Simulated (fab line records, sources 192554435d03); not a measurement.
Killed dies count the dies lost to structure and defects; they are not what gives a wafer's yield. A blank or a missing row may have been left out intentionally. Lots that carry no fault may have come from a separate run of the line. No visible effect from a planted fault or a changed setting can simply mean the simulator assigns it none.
fab line records / flow n5-finfet
record: lots: 6 wafers: 18 last-day: 17
route steps=1938 shown TV_OPEN@1889 PAD_METAL@1893 PASSIVATION@1897
lots with no fault: from the same line, run without faults
start-h: hours from the record's first day to the start of the lot's first wafer shown / wait-h: hours from the lot's prior step to this one / " same as the row above / L1.1+2: a single row standing in for several wafers / - value missing, or start not given / * or withheld: withheld / < > ~ a bound
route shown NAME@n: NAME is a module with steps in the file, n the number in the route of the first one / usual: the fault-free wafers' mean and standard deviation / same: alike in all rows / chamber/n: place in a boat / sites: per-site readings / _std_site: the standard deviation of these / _edge_site: mean of outer sites minus mean of inner sites / radius-mm: for every site, how far away it sits from the centre of the wafer / mask NAME#n: copy n / behind: the most recent tool/chamber to have shaped the wafer / hold: reason for holding the lot/hours on hold/outcome of the hold / device: whichever transistor did not switch (one of n, p or np) / end of line: tests of these same wafers at the route's end / for a step that has no rows: nothing shown but its recipe / killed: dies lost to structure and defects at the first sort, not the wafer's yield / map: shows each die of a wafer: x if killed, . if not, _ if none is there
set.NAME: the setting the step ran with; set.NAME@STEP: the setting that earlier step ran with / model.NAME: the simulator's own value behind a step, which no gauge read
certain route steps with their lots: each step a table, each wafer a row
services: when a tool's chamber went out of use (start-h, in hours from the record's first day, below 0 if earlier), for how many hours, and the reason
== steps ==
step: N5_PASSIVATION_STRIP_14
recipe: chemistry: O2 power-w: 600 temp-c: 60 pressure-mtorr: 30 rf-frequency-hz: 6e+07 bias-power-w: 0 overash-fraction: 0.5 o2-flow-sccm: 225
usual: drypump-motor-current-A: 5.7/0.39 oes-product-au: 0.80/0.092 rf-vpp-V: 3.7/0.98 showerhead-plenum-p-Torr: 2.12/0.087 throttle-valve-pct: 16.67/0.26
lot.wafer=L495.1 tool=rie-diel-04 chamber=1 start-h=265.52 wait-h=0.1 drypump-motor-current-A=5.2 oes-product-au=0.78 rf-hours-counter-h=119 rf-vpp-V=3.7 showerhead-plenum-p-Torr=2.11 throttle-valve-pct=16.89
lot.wafer=L495.3 tool=rie-diel-04 chamber=3 start-h=265.52 wait-h=0.1 drypump-motor-current-A=5.9 oes-product-au=0.88 rf-hours-counter-h=47 rf-vpp-V=1.8 showerhead-plenum-p-Torr=2.24 throttle-valve-pct=16.43
lot.wafer=L495.5 tool=rie-diel-04 chamber=1 start-h=265.52 wait-h=0.1 drypump-motor-current-A=5.2 oes-product-au=0.79 rf-hours-counter-h=- rf-vpp-V=2.3 showerhead-plenum-p-Torr=2.11 throttle-valve-pct=16.91
lot.wafer=L496.1 tool=rie-diel-04 chamber=3 start-h=290.82 wait-h=0.1 drypump-motor-current-A=5.9 oes-product-au=0.86 rf-hours-counter-h=56 rf-vpp-V=3.2 showerhead-plenum-p-Torr=2.24 throttle-valve-pct=16.43
lot.wafer=L496.2 tool=rie-diel-04 chamber=0 start-h=290.82 wait-h=0.1 drypump-motor-current-A=5.1 oes-product-au=0.71 rf-hours-counter-h=198 rf-vpp-V=2.1 showerhead-plenum-p-Torr=1.99 throttle-valve-pct=17.00
lot.wafer=L496.6 tool=rie-diel-04 chamber=1 start-h=290.82 wait-h=0.1 drypump-motor-current-A=5.2 oes-product-au=0.79 rf-hours-counter-h=- rf-vpp-V=4.3 showerhead-plenum-p-Torr=2.10 throttle-valve-pct=16.90
lot.wafer=L504.1 tool=rie-diel-03 chamber=3 start-h=347.93 wait-h=0.1 drypump-motor-current-A=5.7 oes-product-au=0.84 rf-hours-counter-h=62 rf-vpp-V=5.2 showerhead-plenum-p-Torr=2.13 throttle-valve-pct=16.48
lot.wafer=L504.3 tool=rie-diel-03 chamber=2 start-h=347.93 wait-h=0.1 drypump-motor-current-A=5.8 oes-product-au=0.91 rf-hours-counter-h=21 rf-vpp-V=4.2 showerhead-plenum-p-Torr=2.24 throttle-valve-pct=16.32
lot.wafer=L504.5 tool=rie-diel-03 chamber=3 start-h=347.93 wait-h=0.1 drypump-motor-current-A=5.7 oes-product-au=0.85 rf-hours-counter-h=- rf-vpp-V=3.5 showerhead-plenum-p-Torr=2.13 throttle-valve-pct=16.50
lot.wafer=L505.1 tool=rie-diel-05 chamber=0 start-h=353.60 wait-h=0.1 drypump-motor-current-A=6.3 oes-product-au=0.96 rf-hours-counter-h=12 rf-vpp-V=2.9 showerhead-plenum-p-Torr=2.24 throttle-valve-pct=16.37
lot.wafer=L505.2 tool=rie-diel-05 chamber=3 start-h=353.60 wait-h=0.1 drypump-motor-current-A=6.1 oes-product-au=0.68 rf-hours-counter-h=242 rf-vpp-V=2.3 showerhead-plenum-p-Torr=2.15 throttle-valve-pct=16.98
lot.wafer=L505.3 tool=rie-diel-05 chamber=1 start-h=353.60 wait-h=0.1 drypump-motor-current-A=5.8 oes-product-au=0.71 rf-hours-counter-h=234 rf-vpp-V=3.4 showerhead-plenum-p-Torr=2.08 throttle-valve-pct=17.07
lot.wafer=L509.1 tool=rie-diel-03 chamber=2 start-h=378.86 wait-h=0.1 drypump-motor-current-A=5.8 oes-product-au=0.92 rf-hours-counter-h=29 rf-vpp-V=4.7 showerhead-plenum-p-Torr=2.23 throttle-valve-pct=16.34
lot.wafer=L509.5 tool=rie-diel-03 chamber=1 start-h=378.86 wait-h=0.1 drypump-motor-current-A=5.1 oes-product-au=0.76 rf-hours-counter-h=- rf-vpp-V=6.0 showerhead-plenum-p-Torr=2.01 throttle-valve-pct=16.40
lot.wafer=L509.6 tool=rie-diel-03 chamber=2 start-h=378.86 wait-h=0.1 drypump-motor-current-A=5.7 oes-product-au=0.92 rf-hours-counter-h=- rf-vpp-V=3.5 showerhead-plenum-p-Torr=2.23 throttle-valve-pct=16.39
lot.wafer=L511.2 tool=rie-diel-03 chamber=3 start-h=393.47 wait-h=0.1 drypump-motor-current-A=5.7 oes-product-au=0.83 rf-hours-counter-h=74 rf-vpp-V=3.5 showerhead-plenum-p-Torr=2.13 throttle-valve-pct=16.51
lot.wafer=L511.4 tool=rie-diel-03 chamber=0 start-h=393.47 wait-h=0.1 drypump-motor-current-A=5.8 oes-product-au=0.76 rf-hours-counter-h=152 rf-vpp-V=2.3 showerhead-plenum-p-Torr=2.18 throttle-valve-pct=16.80
lot.wafer=L511.5 tool=rie-diel-03 chamber=1 start-h=393.47 wait-h=0.1 drypump-motor-current-A=5.1 oes-product-au=0.74 rf-hours-counter-h=- rf-vpp-V=6.2 showerhead-plenum-p-Torr=2.01 throttle-valve-pct=16.42
step: N5_PASSIVATION_ETCH_15
recipe: chemistry: CF4/N2 target: SiCN target-depth-a: 750 taper-deg: 2 time-s: 81.2 ion-energy-ev: 150 mask-material: SiNx pressure-mtorr: 40 source-w: 430 bias-w: 70 Ar_flow_sccm: 100 cf4-flow-sccm: 60 n2-flow-sccm: 60
usual: drypump-motor-current-A: 5.7/0.4 oes-product-au: 0.80/0.092 rf-vpp-V: 382.8/2.2 showerhead-plenum-p-Torr: 2.23/0.083 throttle-valve-pct: 15.42/0.25
lot.wafer=L495.1 tool=rie-diel-04 chamber=1 start-h=- wait-h=- drypump-motor-current-A=5.2 oes-product-au=0.80 rf-hours-counter-h=119 rf-vpp-V=381.8 showerhead-plenum-p-Torr=2.22 throttle-valve-pct=15.66
lot.wafer=L495.3 tool=rie-diel-04 chamber=3 start-h=- wait-h=- drypump-motor-current-A=5.9 oes-product-au=0.88 rf-hours-counter-h=47 rf-vpp-V=385.8 showerhead-plenum-p-Torr=2.33 throttle-valve-pct=15.08
lot.wafer=L495.5 tool=rie-diel-04 chamber=1 start-h=- wait-h=- drypump-motor-current-A=5.2 oes-product-au=0.80 rf-hours-counter-h=- rf-vpp-V=380.4 showerhead-plenum-p-Torr=2.22 throttle-valve-pct=15.66
lot.wafer=L496.1 tool=rie-diel-04 chamber=3 start-h=- wait-h=- drypump-motor-current-A=5.9 oes-product-au=0.87 rf-hours-counter-h=56 rf-vpp-V=386.0 showerhead-plenum-p-Torr=2.32 throttle-valve-pct=15.07
lot.wafer=L496.2 tool=rie-diel-04 chamber=0 start-h=- wait-h=- drypump-motor-current-A=5.1 oes-product-au=0.72 rf-hours-counter-h=198 rf-vpp-V=380.3 showerhead-plenum-p-Torr=2.09 throttle-valve-pct=15.71
lot.wafer=L496.6 tool=rie-diel-04 chamber=1 start-h=- wait-h=- drypump-motor-current-A=5.2 oes-product-au=0.81 rf-hours-counter-h=- rf-vpp-V=383.3 showerhead-plenum-p-Torr=2.21 throttle-valve-pct=15.68
lot.wafer=L504.1 tool=rie-diel-03 chamber=3 start-h=- wait-h=- drypump-motor-current-A=5.6 oes-product-au=0.83 rf-hours-counter-h=62 rf-vpp-V=384.2 showerhead-plenum-p-Torr=2.24 throttle-valve-pct=15.23
lot.wafer=L504.3 tool=rie-diel-03 chamber=2 start-h=- wait-h=- drypump-motor-current-A=5.8 oes-product-au=0.93 rf-hours-counter-h=21 rf-vpp-V=385.8 showerhead-plenum-p-Torr=2.34 throttle-valve-pct=15.08
lot.wafer=L504.5 tool=rie-diel-03 chamber=3 start-h=- wait-h=- drypump-motor-current-A=5.6 oes-product-au=0.84 rf-hours-counter-h=- rf-vpp-V=383.2 showerhead-plenum-p-Torr=2.24 throttle-valve-pct=15.24
lot.wafer=L505.1 tool=rie-diel-05 chamber=0 start-h=- wait-h=- drypump-motor-current-A=6.3 oes-product-au=0.97 rf-hours-counter-h=12 rf-vpp-V=385.2 showerhead-plenum-p-Torr=2.36 throttle-valve-pct=15.17
lot.wafer=L505.2 tool=rie-diel-05 chamber=3 start-h=- wait-h=- drypump-motor-current-A=6.1 oes-product-au=0.67 rf-hours-counter-h=242 rf-vpp-V=382.6 showerhead-plenum-p-Torr=2.25 throttle-valve-pct=15.71
lot.wafer=L505.3 tool=rie-diel-05 chamber=1 start-h=- wait-h=- drypump-motor-current-A=5.8 oes-product-au=0.72 rf-hours-counter-h=234 rf-vpp-V=381.6 showerhead-plenum-p-Torr=2.18 throttle-valve-pct=15.76
lot.wafer=L509.1 tool=rie-diel-03 chamber=2 start-h=- wait-h=- drypump-motor-current-A=5.8 oes-product-au=0.92 rf-hours-counter-h=29 rf-vpp-V=387.0 showerhead-plenum-p-Torr=2.34 throttle-valve-pct=15.10
lot.wafer=L509.5 tool=rie-diel-03 chamber=1 start-h=- wait-h=- drypump-motor-current-A=5.1 oes-product-au=0.75 rf-hours-counter-h=- rf-vpp-V=381.0 showerhead-plenum-p-Torr=2.14 throttle-valve-pct=15.29
lot.wafer=L509.6 tool=rie-diel-03 chamber=2 start-h=- wait-h=- drypump-motor-current-A=5.8 oes-product-au=0.92 rf-hours-counter-h=- rf-vpp-V=385.9 showerhead-plenum-p-Torr=2.34 throttle-valve-pct=15.09
lot.wafer=L511.2 tool=rie-diel-03 chamber=3 start-h=- wait-h=- drypump-motor-current-A=5.6 oes-product-au=0.81 rf-hours-counter-h=74 rf-vpp-V=383.2 showerhead-plenum-p-Torr=2.23 throttle-valve-pct=15.25
lot.wafer=L511.4 tool=rie-diel-03 chamber=0 start-h=- wait-h=- drypump-motor-current-A=5.8 oes-product-au=0.76 rf-hours-counter-h=152 rf-vpp-V=384.5 showerhead-plenum-p-Torr=2.29 throttle-valve-pct=15.57
lot.wafer=L511.5 tool=rie-diel-03 chamber=1 start-h=- wait-h=- drypump-motor-current-A=5.1 oes-product-au=0.74 rf-hours-counter-h=- rf-vpp-V=380.9 showerhead-plenum-p-Torr=2.13 throttle-valve-pct=15.29
step: N5_PASSIVATION_STRIP_73
recipe: chemistry: post-etch-residue-remover time-s: 60 temp-c: 25 remover-ph: withheld remover-water-wt-pct: withheld remover-fluoride-wt-pct: withheld
step: N5_PASSIVATION_SRD_17
recipe: time-s: 30 temp-c: 23 rinse-liquid: diw dry: n2-spin spin-rpm: 1500 dry-time-s: 30
step: N5_PASSIVATION_DEGAS_18
recipe: ambient: vacuum temp-c: 300 time-s: 60
step: N5_PASSIVATION_PRE_CLEAN_19
recipe: gas: H2/He time-s: * temp-c: *
usual: heater-power-w: 453/41
lot.wafer=L495.1 tool=pvd-sputter-02 chamber=- start-h=266.03 wait-h=0.0 heater-power-w=420
lot.wafer=L495.3 tool=pvd-sputter-02 chamber=- start-h=266.03 wait-h=0.0 heater-power-w=452
lot.wafer=L495.5 tool=pvd-sputter-02 chamber=- start-h=266.03 wait-h=0.0 heater-power-w=430
lot.wafer=L496.1 tool=pvd-sputter-01 chamber=- start-h=291.83 wait-h=0.0 heater-power-w=538
lot.wafer=L496.2 tool=pvd-sputter-01 chamber=- start-h=291.83 wait-h=0.0 heater-power-w=439
lot.wafer=L496.6 tool=pvd-sputter-01 chamber=- start-h=291.83 wait-h=0.0 heater-power-w=431
lot.wafer=L504.1 tool=pvd-sputter-02 chamber=- start-h=348.59 wait-h=0.0 heater-power-w=488
lot.wafer=L504.3 tool=pvd-sputter-02 chamber=- start-h=348.59 wait-h=0.0 heater-power-w=451
lot.wafer=L504.5 tool=pvd-sputter-02 chamber=- start-h=348.59 wait-h=0.0 heater-power-w=448
lot.wafer=L505.1 tool=pvd-sputter-03 chamber=- start-h=354.21 wait-h=0.0 heater-power-w=476
lot.wafer=L505.2 tool=pvd-sputter-03 chamber=- start-h=354.21 wait-h=0.0 heater-power-w=415
lot.wafer=L505.3 tool=pvd-sputter-03 chamber=- start-h=354.21 wait-h=0.0 heater-power-w=525
lot.wafer=L509.1 tool=pvd-sputter-02 chamber=- start-h=379.24 wait-h=0.0 heater-power-w=444
lot.wafer=L509.5 tool=pvd-sputter-02 chamber=- start-h=379.24 wait-h=0.0 heater-power-w=462
lot.wafer=L509.6 tool=pvd-sputter-02 chamber=- start-h=379.24 wait-h=0.0 heater-power-w=418
lot.wafer=L511.2 tool=pvd-sputter-01 chamber=- start-h=394.14 wait-h=0.0 heater-power-w=443
lot.wafer=L511.4 tool=pvd-sputter-01 chamber=- start-h=394.14 wait-h=0.0 heater-power-w=440
lot.wafer=L511.5 tool=pvd-sputter-01 chamber=- start-h=394.14 wait-h=0.0 heater-power-w=529
step: N5_PASSIVATION_SPUTTER_20
recipe: material: TaN target-thk-a: 500 temp-c: 25 chamber-pressure-pa: 0.4
usual: throttle-valve-pct: 29.5/0.89
lot.wafer=L495.1 tool=pvd-sputter-02 chamber=- start-h=266.07 wait-h=0.0 throttle-valve-pct=28.8
lot.wafer=L495.3 tool=pvd-sputter-02 chamber=- start-h=266.07 wait-h=0.0 throttle-valve-pct=29.2
lot.wafer=L495.5 tool=pvd-sputter-02 chamber=- start-h=266.07 wait-h=0.0 throttle-valve-pct=28.7
lot.wafer=L496.1 tool=pvd-sputter-01 chamber=- start-h=291.87 wait-h=0.0 throttle-valve-pct=30.6
lot.wafer=L496.2 tool=pvd-sputter-01 chamber=- start-h=291.87 wait-h=0.0 throttle-valve-pct=29.9
lot.wafer=L496.6 tool=pvd-sputter-01 chamber=- start-h=291.87 wait-h=0.0 throttle-valve-pct=28.1
lot.wafer=L504.1 tool=pvd-sputter-02 chamber=- start-h=348.63 wait-h=0.0 throttle-valve-pct=28.9
lot.wafer=L504.3 tool=pvd-sputter-02 chamber=- start-h=348.63 wait-h=0.0 throttle-valve-pct=29.0
lot.wafer=L504.5 tool=pvd-sputter-02 chamber=- start-h=348.63 wait-h=0.0 throttle-valve-pct=29.3
lot.wafer=L505.1 tool=pvd-sputter-03 chamber=- start-h=354.25 wait-h=0.0 throttle-valve-pct=29.3
lot.wafer=L505.2 tool=pvd-sputter-03 chamber=- start-h=354.25 wait-h=0.0 throttle-valve-pct=29.3
lot.wafer=L505.3 tool=pvd-sputter-03 chamber=- start-h=354.25 wait-h=0.0 throttle-valve-pct=29.5
lot.wafer=L509.1 tool=pvd-sputter-02 chamber=- start-h=379.28 wait-h=0.0 throttle-valve-pct=29.1
lot.wafer=L509.5 tool=pvd-sputter-02 chamber=- start-h=379.28 wait-h=0.0 throttle-valve-pct=29.8
lot.wafer=L509.6 tool=pvd-sputter-02 chamber=- start-h=379.28 wait-h=0.0 throttle-valve-pct=28.7
lot.wafer=L511.2 tool=pvd-sputter-01 chamber=- start-h=394.18 wait-h=0.0 throttle-valve-pct=29.8
lot.wafer=L511.4 tool=pvd-sputter-01 chamber=- start-h=394.18 wait-h=0.0 throttle-valve-pct=28.1
lot.wafer=L511.5 tool=pvd-sputter-01 chamber=- start-h=394.18 wait-h=0.0 throttle-valve-pct=30.7
step: N5_PASSIVATION_AL_DEP_21
recipe: material: Al target-thk-a: 28000 temp-c: 400 time-s: 170 power-w: 30000 chamber-pressure-pa: 0.4 gas: Ar
usual: throttle-valve-pct: 29.5/0.93
lot.wafer=L495.1 tool=pvd-sputter-02 chamber=- start-h=266.17 wait-h=0.1 throttle-valve-pct=28.7
lot.wafer=L495.3 tool=pvd-sputter-02 chamber=- start-h=266.17 wait-h=0.1 throttle-valve-pct=29.0
lot.wafer=L495.5 tool=pvd-sputter-02 chamber=- start-h=266.17 wait-h=0.1 throttle-valve-pct=28.9
lot.wafer=L496.1 tool=pvd-sputter-01 chamber=- start-h=291.97 wait-h=0.1 throttle-valve-pct=30.7
lot.wafer=L496.2 tool=pvd-sputter-01 chamber=- start-h=291.97 wait-h=0.1 throttle-valve-pct=29.9
lot.wafer=L496.6 tool=pvd-sputter-01 chamber=- start-h=291.97 wait-h=0.1 throttle-valve-pct=28.2
lot.wafer=L504.1 tool=pvd-sputter-02 chamber=- start-h=348.73 wait-h=0.1 throttle-valve-pct=28.8
lot.wafer=L504.3 tool=pvd-sputter-02 chamber=- start-h=348.73 wait-h=0.1 throttle-valve-pct=29.0
lot.wafer=L504.5 tool=pvd-sputter-02 chamber=- start-h=348.73 wait-h=0.1 throttle-valve-pct=28.9
lot.wafer=L505.1 tool=pvd-sputter-03 chamber=- start-h=354.35 wait-h=0.1 throttle-valve-pct=29.6
lot.wafer=L505.2 tool=pvd-sputter-03 chamber=- start-h=354.35 wait-h=0.1 throttle-valve-pct=29.3
lot.wafer=L505.3 tool=pvd-sputter-03 chamber=- start-h=354.35 wait-h=0.1 throttle-valve-pct=29.7
lot.wafer=L509.1 tool=pvd-sputter-02 chamber=- start-h=379.38 wait-h=0.1 throttle-valve-pct=29.1
lot.wafer=L509.5 tool=pvd-sputter-02 chamber=- start-h=379.38 wait-h=0.1 throttle-valve-pct=29.9
lot.wafer=L509.6 tool=pvd-sputter-02 chamber=- start-h=379.38 wait-h=0.1 throttle-valve-pct=28.9
lot.wafer=L511.2 tool=pvd-sputter-01 chamber=- start-h=394.28 wait-h=0.1 throttle-valve-pct=30.0
lot.wafer=L511.4 tool=pvd-sputter-01 chamber=- start-h=394.28 wait-h=0.1 throttle-valve-pct=28.2
lot.wafer=L511.5 tool=pvd-sputter-01 chamber=- start-h=394.28 wait-h=0.1 throttle-valve-pct=30.7
step: N5_PASSIVATION_HMDS_23
recipe: time-s: 60 temp-c: 120
step: N5_PASSIVATION_COAT_24
recipe: spin-rpm: 3000 resist-thk-nm: withheld
step: N5_PASSIVATION_EBR_26
recipe: solvent: PGMEA ebr-width-mm: 1.5
step: N5_PASSIVATION_SOFTBAKE_25
recipe: temp-c: 100 time-s: 90
step: N5_PASSIVATION_EXPOSE_27
recipe: mask-id: PAD na: 0.55 source-shape: conventional sigma-outer: 0.8 polarization: unpolarized defocus-nm: 0 dose-mj: 32.3
usual: exposure-dose-mJ-cm2: 32.30/0.037 focus-offset-nm: 0.1/0.45 na: 0.55/0 stage-vel-mm-s: 499.93/0.26
lot.wafer=L495.1 tool=krf-scanner-01 chamber=0 start-h=266.59 wait-h=- mask=PAD#0 exposure-dose-mJ-cm2=32.36 focus-offset-nm=-0.1 na=0.55 stage-vel-mm-s=499.40
lot.wafer=L495.3 tool=krf-scanner-01 chamber=0 start-h=266.59 wait-h=- mask=PAD#0 exposure-dose-mJ-cm2=32.30 focus-offset-nm=0.1 na=0.55 stage-vel-mm-s=499.46
lot.wafer=L495.5 tool=krf-scanner-01 chamber=0 start-h=266.59 wait-h=- mask=PAD#0 exposure-dose-mJ-cm2=32.31 focus-offset-nm=0.2 na=0.55 stage-vel-mm-s=499.69
lot.wafer=L496.1 tool=krf-scanner-02 chamber=0 start-h=292.39 wait-h=- mask=PAD#0 exposure-dose-mJ-cm2=32.34 focus-offset-nm=0.2 na=0.55 stage-vel-mm-s=500.03
lot.wafer=L496.2 tool=krf-scanner-02 chamber=0 start-h=292.39 wait-h=- mask=PAD#0 exposure-dose-mJ-cm2=32.36 focus-offset-nm=0.2 na=0.55 stage-vel-mm-s=499.70
lot.wafer=L496.6 tool=krf-scanner-02 chamber=0 start-h=292.39 wait-h=- mask=PAD#0 exposure-dose-mJ-cm2=32.33 focus-offset-nm=0.1 na=0.55 stage-vel-mm-s=499.91
lot.wafer=L504.1 tool=krf-scanner-02 chamber=- start-h=349.15 wait-h=- mask=PAD#0 exposure-dose-mJ-cm2=- focus-offset-nm=- na=- stage-vel-mm-s=-
lot.wafer=L504.3 tool=krf-scanner-02 chamber=- start-h=349.15 wait-h=- mask=PAD#0 exposure-dose-mJ-cm2=- focus-offset-nm=- na=- stage-vel-mm-s=-
lot.wafer=L504.5 tool=krf-scanner-02 chamber=- start-h=349.15 wait-h=- mask=PAD#0 exposure-dose-mJ-cm2=- focus-offset-nm=- na=- stage-vel-mm-s=-
lot.wafer=L505.1 tool=krf-scanner-01 chamber=- start-h=354.77 wait-h=- mask=PAD#0 exposure-dose-mJ-cm2=- focus-offset-nm=- na=- stage-vel-mm-s=-
lot.wafer=L505.2 tool=krf-scanner-01 chamber=- start-h=354.77 wait-h=- mask=PAD#0 exposure-dose-mJ-cm2=- focus-offset-nm=- na=- stage-vel-mm-s=-
lot.wafer=L505.3 tool=krf-scanner-01 chamber=- start-h=354.77 wait-h=- mask=PAD#0 exposure-dose-mJ-cm2=- focus-offset-nm=- na=- stage-vel-mm-s=-
lot.wafer=L509.1 tool=krf-scanner-02 chamber=0 start-h=379.67 wait-h=- mask=PAD#0 exposure-dose-mJ-cm2=32.27 focus-offset-nm=0.4 na=0.55 stage-vel-mm-s=499.88
lot.wafer=L509.5 tool=krf-scanner-02 chamber=0 start-h=379.67 wait-h=- mask=PAD#0 exposure-dose-mJ-cm2=32.22 focus-offset-nm=0.4 na=0.55 stage-vel-mm-s=499.87
lot.wafer=L509.6 tool=krf-scanner-02 chamber=0 start-h=379.67 wait-h=- mask=PAD#0 exposure-dose-mJ-cm2=32.24 focus-offset-nm=-0.1 na=0.55 stage-vel-mm-s=500.09
lot.wafer=L511.2 tool=krf-scanner-01 chamber=0 start-h=394.71 wait-h=- mask=PAD#0 exposure-dose-mJ-cm2=32.27 focus-offset-nm=-0.7 na=0.55 stage-vel-mm-s=499.86
lot.wafer=L511.4 tool=krf-scanner-01 chamber=0 start-h=394.71 wait-h=- mask=PAD#0 exposure-dose-mJ-cm2=32.28 focus-offset-nm=-0.6 na=0.55 stage-vel-mm-s=500.16
lot.wafer=L511.5 tool=krf-scanner-01 chamber=0 start-h=394.71 wait-h=- mask=PAD#0 exposure-dose-mJ-cm2=32.31 focus-offset-nm=0.7 na=0.55 stage-vel-mm-s=499.90
step: N5_PASSIVATION_PEB_28
recipe: peb-temp-c: withheld peb-time-s: *
== services ==
tool=rie-diel-04 chamber=1 start-h=248.31 hours=9.3 kind=repair
tool=rie-diel-03 chamber=2 start-h=249.73 hours=7.8 kind=repair
tool=rie-diel-04 chamber=2 start-h=257.85 hours=- kind=clean
tool=rie-diel-03 chamber=2 start-h=260.64 hours=- kind=clean
tool=rie-diel-03 chamber=2 start-h=260.64 hours=- kind=consumable-replace:focus-ring
tool=rie-diel-03 chamber=2 start-h=260.64 hours=- kind=consumable-replace:showerhead
tool=rie-diel-03 chamber=2 start-h=260.64 hours=16.2 kind=scheduled-down
tool=rie-diel-03 chamber=2 start-h=260.64 hours=16.2 kind=vent-cycle
tool=krf-scanner-01 chamber=- start-h=263.35 hours=1.0 kind=pm
tool=krf-scanner-02 chamber=- start-h=268.57 hours=0.2 kind=repair
tool=rie-diel-04 chamber=1 start-h=284.76 hours=2.5 kind=repair
tool=krf-scanner-02 chamber=- start-h=290.67 hours=1.4 kind=repair
tool=krf-scanner-01 chamber=- start-h=292.07 hours=0.8 kind=pm
tool=krf-scanner-02 chamber=- start-h=293.50 hours=1.3 kind=pm
tool=pvd-sputter-01 chamber=- start-h=302.73 hours=1.0 kind=repair
tool=pvd-sputter-02 chamber=- start-h=321.35 hours=3.9 kind=repair
tool=krf-scanner-01 chamber=- start-h=324.16 hours=1.3 kind=pm
tool=rie-diel-04 chamber=3 start-h=324.90 hours=6.0 kind=repair
tool=krf-scanner-01 chamber=- start-h=328.22 hours=8.8 kind=repair
tool=rie-diel-05 chamber=2 start-h=342.02 hours=12.7 kind=repair
tool=pvd-sputter-03 chamber=- start-h=372.82 hours=2.8 kind=repair
tool=krf-scanner-02 chamber=- start-h=380.58 hours=0.8 kind=pm
tool=krf-scanner-02 chamber=- start-h=388.09 hours=0.4 kind=repair
tool=rie-diel-03 chamber=- start-h=389.23 hours=0.3 kind=repair
== key ==
first-sign: step: N5_PASSIVATION_EXPOSE_27 reading: tool-record direction: missing
effect none on later readings
met-at N5_PASSIVATION_EXPOSE_27
struck-wafers L504.1,L504.3,L504.5,L505.1,L505.2,L505.3
later-rows-left-out L504.1,L504.3,L504.5,L505.1,L505.2,L505.3
sort-left-out L504.1,L504.3,L504.5,L505.1,L505.2,L505.3
onset-between 292.39 349.15
fault: kind: skipped-step-whole tool: krf-scanner-01,krf-scanner-02 chamber: - onset-h: 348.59 steps: N5_PASSIVATION_EXPOSE_27 scope: struck-lots-only
sort-left-out: the simulated sort isn't trusted on such a fault, so these wafers' sort isn't shown, and their yield isn't known
later-rows-left-out: the simulator's readings of these wafers behind a module that went badly wrong aren't trusted and aren't shown, but for the sort
